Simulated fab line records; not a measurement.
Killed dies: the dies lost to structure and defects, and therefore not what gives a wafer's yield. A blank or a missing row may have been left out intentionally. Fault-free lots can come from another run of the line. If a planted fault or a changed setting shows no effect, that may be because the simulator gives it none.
Matching of chambers + flow n5-finfet + rie-diel-05 running N5_BEOL_M6_ETCH_65: 4 sister chambers
The step etches SiARC in CF4, target depth 15.6 nm, time 26 s. 8 wafers are shown with their chamber, then 9 later ones without.

WAFERS PAIRED WITH THEIR CHAMBERS
| wafer  | chamber | showerhead-plenum-p-Torr (Torr) | etch-rf-on-time-s (s) |
|--------|---------|---------------------------------|-----------------------|
| L078.4 | 2       | 2.09                            | 26.3                  |
| L078.5 | 0       | 2.07                            | 25.9                  |
| L083.4 | 0       | 2.06                            | 25.8                  |
| L085.1 | 1       | 2.13                            | 28.1                  |
| L085.4 | 2       | 2.09                            | 26.4                  |
| L088.1 | 1       | 2.13                            | 28.1                  |
| L088.3 | 3       | 2.19                            | 25.9                  |
| L088.5 | 3       | 2.19                            | 25.9                  |

WAFERS WHOSE CHAMBER IS MISSING
| wafer  | showerhead-plenum-p-Torr (Torr) | etch-rf-on-time-s (s) |
|--------|---------------------------------|-----------------------|
| L089.2 | 2.08                            | 26.6                  |
| L089.3 | 2.05                            | 25.8                  |
| L089.6 | 2.08                            | 26.7                  |
| L092.2 | 2.05                            | 25.9                  |
| L092.4 | 2.12                            | 28.0                  |
| L092.6 | 2.05                            | 25.9                  |
| L096.1 | 2.05                            | 25.3                  |
| L096.3 | 2.05                            | 25.5                  |
| L096.5 | 2.08                            | 26.1                  |

THE CHAMBER EACH PASSED THROUGH
| wafer  | from the rows above     | in truth |
|--------|-------------------------|----------|
| L089.2 | 2                       | 2        |
| L089.3 | 0                       | 0        |
| L089.6 | 2                       | 2        |
| L092.2 | 0                       | 0        |
| L092.4 | 1                       | 1        |
| L092.6 | 0                       | 0        |
| L096.1 | 0                       | 0        |
| L096.3 | 0                       | 0        |
| L096.5 | can't be placed: 2 or 0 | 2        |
8 of 9 placed correctly. From these rows, 1 cannot be placed; in 1 the true chamber is one of the candidates. Placed wrongly: 0.
How it was worked out, from the rows above alone: a wafer's distance from a chamber is the root of the sum, over the readings, of the square of ((its reading less the chamber's mean) divided by the reading's scatter). If the next closest chamber is less than 2 further off than the closest, the wafer can't be placed; otherwise it belongs to the closest. The mean given for a chamber averages the wafers shown for that chamber. The scatter: take each reading less its chamber's mean, square it, sum over the shown wafers, divide by the number of wafers less the number of chambers, and take the root.
